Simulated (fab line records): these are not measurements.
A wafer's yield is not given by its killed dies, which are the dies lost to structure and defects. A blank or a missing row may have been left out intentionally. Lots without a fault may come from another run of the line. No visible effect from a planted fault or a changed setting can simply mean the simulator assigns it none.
Which tool is to blame?	flow nand_harc	24 lots, 72 wafers sampled, at 6 steps of a route of 1302

## WHAT THE GAUGES SHOWED, per wafer
NHARC_P_M2_THK_MEAS_24: measures by xrf. Usual: thk_nm reads 143.7 nm (standard deviation 1.5).
lot	measured	on	thk_nm (nm)	flag
L074	day 6 16:40	film_metro-01	142.8 141.9 142.2	
L075	day 7 02:05	film_metro-01	144.7 142.5 144.9	
L076	day 7 16:12	film_metro-02	144.2 142.0 143.5	
L077	day 7 20:31	film_metro-02	140.8 143.3 143.0	
L079	day 8 16:02	film_metro-01	142.4 146.5 144.6	
L078	day 9 01:35	film_metro-02	142.1 143.8 144.0	
L080	day 9 09:56	film_metro-02	143.7 143.4 144.5	
L081	day 9 23:34	film_metro-01	143.4 144.6 144.2	
L082	day 10 02:28	film_metro-01	145.5 142.6 142.8	
L083	day 10 14:46	film_metro-02	142.5 143.6 144.9	
L084	day 10 22:43	film_metro-01	144.0 145.0 145.5	
L085	day 11 06:08	film_metro-01	144.3 146.0 145.7	
L086	day 11 17:05	film_metro-02	144.6 145.9 144.7	
L087	day 11 19:47	film_metro-01	141.4 141.7 141.5	
L088	day 12 10:43	film_metro-02	144.1 145.4 146.5	
L089	day 12 16:34	film_metro-02	141.2 143.4 143.4	
L090	day 12 22:18	film_metro-01	144.1 143.7 143.6	
L091	day 13 10:40	film_metro-02	143.0 144.0 144.8	
L092	day 14 03:04	film_metro-01	143.7 145.0 144.7	
L093	day 14 07:02	film_metro-02	145.6 142.7 143.9	
L094	day 14 16:44	film_metro-02	143.2 145.4 143.1	
L095	day 15 17:20	film_metro-01	145.4 142.8 142.4	
L096	day 15 21:45	film_metro-02	141.7 142.6 146.5	
L097	day 16 04:26	film_metro-02	144.7 144.7 145.7	

NHARC_P_BONDPAD_INSPECT_23. Usual: raw_defect_count reads 352 (standard deviation 130).
lot	measured	on	raw_defect_count	flag
L074	day 6 21:31	defect_inspect-02	392 356 365	
L075	day 7 06:47	defect_inspect-02	489 293 220	
L076	day 7 21:04	defect_inspect-01	505 449 521	
L077	day 8 01:07	defect_inspect-02	816 558 432	
L079	day 8 20:41	defect_inspect-01	270 269 125	
L078	day 9 06:19	defect_inspect-01	341 507 244	
L080	day 9 14:32	defect_inspect-01	193 205 203	
L081	day 10 04:22	defect_inspect-01	300 457 593	
L082	day 10 07:10	defect_inspect-01	228 234 229	
L083	day 10 19:26	defect_inspect-01	702 296 725	
L084	day 11 03:28	defect_inspect-02	326 394 248	
L085	day 11 11:20	defect_inspect-01	330 392 205	
L086	day 11 21:45	defect_inspect-01	488 676 465	
L087	day 12 00:37	defect_inspect-02	311 441 313	
L088	day 12 15:20	defect_inspect-02	210 392 239	
L089	day 12 21:18	defect_inspect-02	501 408 225	
L090	day 13 02:52	defect_inspect-02	301 504 639	
L091	day 13 15:25	defect_inspect-01	457 404 330	
L092	day 14 07:44	defect_inspect-02	282 473 526	
L093	day 14 11:49	defect_inspect-02	437 299 380	
L094	day 14 21:41	defect_inspect-02	300 609 556	
L095	day 15 22:13	defect_inspect-01	262 335 274	
L096	day 16 02:38	defect_inspect-02	278 229 165	
L097	day 16 09:09	defect_inspect-01	254 176 291	

NHARC_A_ONON_D1_THK_MEAS_27: measures by ellipsometry. Usual: thk_nm reads 996 nm (standard deviation 8.2).
lot	measured	on	thk_nm (nm)	flag
L074	day 8 08:11	film_metro-01	1002 1002 999	
L075	day 8 18:04	film_metro-01	988 987 988	
L076	day 9 08:53	film_metro-01	1003 1003 1003	
L077	day 9 14:23	film_metro-02	988 989 989	
L079	day 10 08:04	film_metro-02	994 996 996	
L078	day 10 20:19	film_metro-01	993 993 992	
L080	day 11 01:44	film_metro-01	995 996 994	
L081	day 11 15:22	film_metro-02	983 985 982	
L082	day 11 15:21	film_metro-01	1017 1018 1017	
L083	day 12 10:28	film_metro-01	992 989 989	
L084	day 12 15:29	film_metro-02	992 992 992	
L085	day 12 22:46	film_metro-02	1007 1007 1004	
L086	day 13 08:37	film_metro-01	999 998 1000	
L087	day 13 17:06	film_metro-02	1007 1006 1005	
L088	day 14 04:17	film_metro-01	1002 1000 1001	
L089	day 14 07:56	film_metro-02	995 994 994	
L090	day 14 15:07	film_metro-01	998 997 998	
L091	day 15 05:05	film_metro-01	1001 1003 1001	
L092	day 15 20:56	film_metro-01	988 989 987	
L093	day 15 20:56	film_metro-02	981 980 981	
L094	day 16 09:58	film_metro-01	997 998 997	
L095	day 17 11:11	film_metro-01	1005 1002 1003	
L096	day 17 16:37	film_metro-01	999 1000 1000	
L097	day 17 22:02	film_metro-01	986 988 986	

## WHAT TOOL EACH LOT RAN ON (gives the tool, then ch and the chambers of the sampled wafers, and finally the start)
lot	NHARC_P_M2_ETCH_15	NHARC_P_BONDPAD_ETCH_24	NHARC_A_ZERO_WELL_ETCH_19
L074	rie_diel-07 ch 0,1, day 6 16:40 or earlier	rie_diel-06 ch 0,1,3, day 6 21:31 or earlier	rie_diel-10 ch 0,1,3, day 6 23:04
L075	rie_diel-03 ch 1,2,3, day 7 02:05 or earlier	rie_diel-11 ch 1,3, day 7 06:47 or earlier	rie_diel-10 ch 0,2,3, day 7 08:13
L076	rie_diel-05 ch 1,2,3, day 7 16:12 or earlier	rie_diel-11 ch 0,1,3, day 7 21:04 or earlier	rie_diel-08 ch 0,1,2, day 7 22:32
L077	rie_diel-07 ch 0,1,2, day 7 20:31 or earlier	rie_diel-06 ch 0,1,3, day 8 01:07 or earlier	rie_diel-10 ch 0,1, day 8 02:38
L079	rie_diel-07 ch 0,3, day 8 16:02 or earlier	rie_diel-02 ch 0,2, day 8 18:39	rie_diel-13 ch 0,1,3, day 8 22:15
L078	rie_diel-07 ch 0,2,3, day 9 01:35 or earlier	rie_diel-02 ch 0,1, day 9 06:19 or earlier	rie_diel-13 ch 1,3, day 9 07:51
L080	rie_diel-03 ch 1,3, day 9 09:56 or earlier	rie_diel-06 ch 1,2, day 9 14:32 or earlier	rie_diel-10 ch 0,2, day 9 16:04
L081	rie_diel-05 ch 0,1,3, day 9 23:34 or earlier	rie_diel-06 ch 0,2, day 10 02:21	rie_diel-10 ch 0,2,3, day 10 05:47
L082	rie_diel-07 ch 1,2,3, day 10 02:28 or earlier	rie_diel-06 ch 0,2, day 10 07:10 or earlier	rie_diel-10 ch 0,3, day 10 08:43
L083	rie_diel-05 ch 1,2,3, day 10 14:46 or earlier	rie_diel-11 ch 2,3, day 10 19:26 or earlier	rie_diel-13 ch 0,3, day 10 20:59
L084	rie_diel-07 ch 0,1,3, day 10 22:43 or earlier	rie_diel-06 ch 0,1,2, day 11 03:28 or earlier	rie_diel-13 ch 0,1,3, day 11 04:56
L085	rie_diel-05 ch 0,1,3, day 11 06:08 or earlier	rie_diel-06 ch 1,2, day 11 08:53	rie_diel-10 ch 2,3, day 11 12:45
L086	rie_diel-07 ch 0,2, day 11 17:05 or earlier	rie_diel-06 ch 0,2, day 11 21:45 or earlier	rie_diel-13 ch 1,2, day 11 23:10
L087	rie_diel-07 ch 0,1,3, day 11 19:47 or earlier	rie_diel-06 ch 0,2,3, day 12 00:37 or earlier	rie_diel-13 ch 0,1,3, day 12 02:10
L088	rie_diel-07 ch 0,2,3, day 12 10:43 or earlier	rie_diel-06 ch 0,2,3, day 12 15:20 or earlier	rie_diel-10 ch 0,1,3, day 12 16:52
L089	rie_diel-07 ch 0,2,3, day 12 16:34 or earlier	rie_diel-02 ch 1,2,3, day 12 21:18 or earlier	rie_diel-10 ch 0,1,2, day 12 22:44
L090	rie_diel-05 ch 0,1, day 12 22:18 or earlier	rie_diel-06 ch 0,2,3, day 13 02:52 or earlier	rie_diel-10 ch 2,3, day 13 04:19
L091	rie_diel-03 ch 1,2, day 13 10:40 or earlier	rie_diel-02 ch 1,2, day 13 15:25 or earlier	rie_diel-08 ch 0,1,2, day 13 16:59
L092	rie_diel-07 ch 0,2,3, day 14 03:04 or earlier	rie_diel-11 ch 0,2,3, day 14 07:44 or earlier	rie_diel-10 ch 0,3, day 14 09:13
L093	rie_diel-07 ch 1,3, day 14 07:02 or earlier	rie_diel-06 ch 2,3, day 14 11:49 or earlier	rie_diel-13 ch 1,2,3, day 14 13:15
L094	rie_diel-03 ch 0,3, day 14 16:44 or earlier	rie_diel-11 ch 0,1, day 14 21:41 or earlier	rie_diel-13 ch 0,1,3, day 14 23:17
L095	rie_diel-07 ch 1,2,3, day 15 17:20 or earlier	rie_diel-02 ch 0,2,3, day 15 22:13 or earlier	rie_diel-10 ch 0,1,2, day 15 23:38
L096	rie_diel-07 ch 0,2,3, day 15 21:45 or earlier	rie_diel-11 ch 0,1,2, day 16 02:38 or earlier	rie_diel-13 ch 1,2,3, day 16 04:10
L097	rie_diel-05 ch 0,1,2, day 16 04:26 or earlier	rie_diel-06 ch 0,1, day 16 09:09 or earlier	rie_diel-10 ch 1,2, day 16 10:47
- NHARC_P_M2_ETCH_15: etches the open film in C4F8/Ar, target depth 182.5 nm, time 91.2 s.
- NHARC_P_BONDPAD_ETCH_24: etches the open film in CF4/N2, target depth 30 nm, time 72.99 s.
- NHARC_A_ZERO_WELL_ETCH_19: etches the open film in N2/H2, target depth 80 nm, overetch 24 nm, time 87.88 s.

## WHAT THE TOOLS THEMSELVES READ (means of the sampled wafers that have a number; where no wafer has one, the mark that the record gives instead)
NHARC_P_M2_ETCH_15. Usual: oes_product_au 0.942 a.u., standard deviation 0.021; rf_vpp_V 440.7 V, standard deviation 1.9.
lot	tool	oes_product_au (a.u.)	rf_vpp_V (V)	flag
L074	rie_diel-07	0.956	439.9	
L075	rie_diel-03	0.927	440.2	
L076	rie_diel-05	0.939	440.8	
L077	rie_diel-07	0.962	440.3	
L079	rie_diel-07	0.951	440.1	
L078	rie_diel-07	0.976	440.8	
L080	rie_diel-03	0.919	438.6	
L081	rie_diel-05	0.932	440.8	
L082	rie_diel-07	0.923	440.3	
L083	rie_diel-05	0.931	440.0	
L084	rie_diel-07	0.940	441.0	
L085	rie_diel-05	0.974	441.3	
L086	rie_diel-07	0.943	441.6	
L087	rie_diel-07	0.926	440.1	
L088	rie_diel-07	0.920	441.6	
L089	rie_diel-07	0.925	441.5	
L090	rie_diel-05	0.919	441.9	
L091	rie_diel-03	0.960	438.6	
L092	rie_diel-07	0.960	441.0	
L093	rie_diel-07	0.968	438.7	
L094	rie_diel-03	0.925	441.3	
L095	rie_diel-07	0.968	439.8	
L096	rie_diel-07	0.940	441.2	
L097	rie_diel-05	0.921	442.6	

NHARC_P_BONDPAD_ETCH_24. Usual: for drypump_motor_current_A, 5.5 A with a standard deviation of 0.47; for mfc_ar_sccm, 150.0 sccm with a standard deviation of 0.48; for n2_flow_sccm, 100.0 sccm with a standard deviation of 0.31; for oes_product_au, 0.999 a.u. with a standard deviation of 0.0091; for rf_vpp_V, 314.3 V with a standard deviation of 2.1; for showerhead_plenum_p_Torr, 2.64 Torr with a standard deviation of 0.11; for throttle_valve_pct, 19.794 % with a standard deviation of 0.0094.
lot	tool	drypump_motor_current_A (A)	mfc_ar_sccm (sccm)	n2_flow_sccm (sccm)	oes_product_au (a.u.)	rf_vpp_V (V)	showerhead_plenum_p_Torr (Torr)	throttle_valve_pct (%)	flag
L074	rie_diel-06	5.3	149.9	99.9	0.990	314.6	2.61	19.788	
L075	rie_diel-11	5.4	149.5	100.2	1.000	314.4	2.62	19.799	
L076	rie_diel-11	5.4	149.7	100.2	1.004	313.2	2.58	19.801	
L077	rie_diel-06	5.3	149.7	99.9	0.997	314.1	2.61	19.797	
L079	rie_diel-02	6.1	149.7	99.9	1.004	313.7	2.64	19.793	
L078	rie_diel-02	5.6	149.9	99.9	1.005	316.2	2.68	19.798	
L080	rie_diel-06	5.6	149.7	99.9	0.992	316.7	2.79	19.792	
L081	rie_diel-06	5.8	149.7	99.9	1.001	315.7	2.73	19.793	
L082	rie_diel-06	5.8	150.2	100.1	1.000	315.5	2.73	19.783	
L083	rie_diel-11	5.4	149.9	99.5	0.994	313.1	2.58	19.796	
L084	rie_diel-06	5.6	150.0	100.2	0.990	316.1	2.70	19.802	
L085	rie_diel-06	5.6	149.9	100.2	0.992	317.0	2.79	19.789	
L086	rie_diel-06	5.8	150.2	100.1	1.006	314.5	2.64	19.785	
L087	rie_diel-06	5.5	149.7	100.2	1.000	315.0	2.63	19.792	
L088	rie_diel-06	5.4	150.0	100.1	0.994	313.7	2.63	19.803	
L089	rie_diel-02	6.1	150.2	99.8	0.992	314.9	2.66	19.792	
L090	rie_diel-06	5.4	150.1	99.8	1.008	314.4	2.63	19.793	
L091	rie_diel-02	6.3	149.9	100.0	0.997	314.3	2.64	19.786	
L092	rie_diel-11	5.4	150.3	100.1	1.003	313.7	2.55	19.795	
L093	rie_diel-06	5.1	150.5	100.2	1.008	315.1	2.63	19.796	
L094	rie_diel-11	5.1	150.0	100.2	1.008	311.8	2.49	19.789	
L095	rie_diel-02	5.9	150.3	100.1	0.990	314.5	2.65	19.795	
L096	rie_diel-11	5.1	149.9	99.9	1.013	311.6	2.51	19.793	
L097	rie_diel-06	5.5	150.2	100.1	0.997	315.5	2.67	19.795	

NHARC_A_ZERO_WELL_ETCH_19. Usual: for drypump_motor_current_A, 5.7 A with a standard deviation of 0.39; for mfc_ar_sccm, 0.011 sccm with a standard deviation of 0.015; for n2_flow_sccm, 150.0 sccm with a standard deviation of 0.44; for oes_product_au, 1.000 a.u. with a standard deviation of 0.0083; for rf_vpp_V, 429.4 V with a standard deviation of 2.7; for showerhead_plenum_p_Torr, 2.01 Torr with a standard deviation of 0.092; for throttle_valve_pct, 14.171 % with a standard deviation of 0.01.
lot	tool	drypump_motor_current_A (A)	mfc_ar_sccm (sccm)	n2_flow_sccm (sccm)	oes_product_au (a.u.)	rf_vpp_V (V)	showerhead_plenum_p_Torr (Torr)	throttle_valve_pct (%)	flag
L074	rie_diel-10	5.4	0.020	149.7	1.001	431.2	2.05	14.166	
L075	rie_diel-10	5.5	0.020	149.7	1.002	431.2	2.08	14.175	
L076	rie_diel-08	5.7	0.014	150.0	1.000	430.2	2.01	14.170	
L077	rie_diel-10	5.7	0.006	150.3	1.000	427.8	1.96	14.172	
L079	rie_diel-13	5.8	0.002	149.9	1.000	427.8	1.96	14.178	
L078	rie_diel-13	5.9	0.002	149.9	0.998	429.7	2.01	14.170	
L080	rie_diel-10	5.8	0.006	150.0	0.994	429.3	2.01	14.169	
L081	rie_diel-10	5.5	0.020	150.0	1.000	431.5	2.08	14.157	
L082	rie_diel-10	5.2	0.034	150.1	0.999	433.8	2.14	14.170	
L083	rie_diel-13	5.5	0.000	149.9	1.008	428.5	1.93	14.177	
L084	rie_diel-13	5.8	0.002	150.0	1.002	427.4	1.96	14.176	
L085	rie_diel-10	5.3	0.028	150.2	1.001	433.2	2.12	14.176	
L086	rie_diel-13	6.2	0.006	149.9	1.003	428.3	1.95	14.179	
L087	rie_diel-13	5.8	0.002	150.4	0.998	427.2	1.96	14.161	
L088	rie_diel-10	5.5	0.020	150.1	1.005	430.4	2.05	14.171	
L089	rie_diel-10	5.7	0.006	150.2	1.000	429.4	1.99	14.164	
L090	rie_diel-10	5.3	0.028	149.6	1.002	432.4	2.12	14.172	
L091	rie_diel-08	5.7	0.014	150.1	0.995	429.1	1.99	14.158	
L092	rie_diel-10	5.4	0.025	149.5	0.995	432.1	2.10	14.163	
L093	rie_diel-13	6.1	0.004	149.9	0.998	427.5	1.97	14.179	
L094	rie_diel-13	5.8	0.002	149.6	1.002	428.2	1.95	14.174	
L095	rie_diel-10	5.7	0.006	149.9	1.002	429.4	1.99	14.166	
L096	rie_diel-13	6.0	0.004	149.7	1.001	428.4	1.97	14.163	
L097	rie_diel-10	5.8	0.000	150.2	0.997	428.8	1.96	14.174	

## THE ANSWER, worked out from the rows above alone
Rule: a lot is off if the mean of its wafers that have a number lies more than 3 standard deviations from the usual mean. Also off: a lot with no number at a reading for which 4 or more lots have one. Where the step has rows for the other lots, those lots are counted as sound. Order of review: gauges by route order, followed by the tools' own readings, for which a lot's mean as printed above is used. The first step at which some lot is off is used, and at that step the reading that is off furthest; a lot without a number counts as furthest.
No lot is off at any reading shown: from this, nothing can be told.

## WHAT WAS PUT IN BY THE SIMULATOR
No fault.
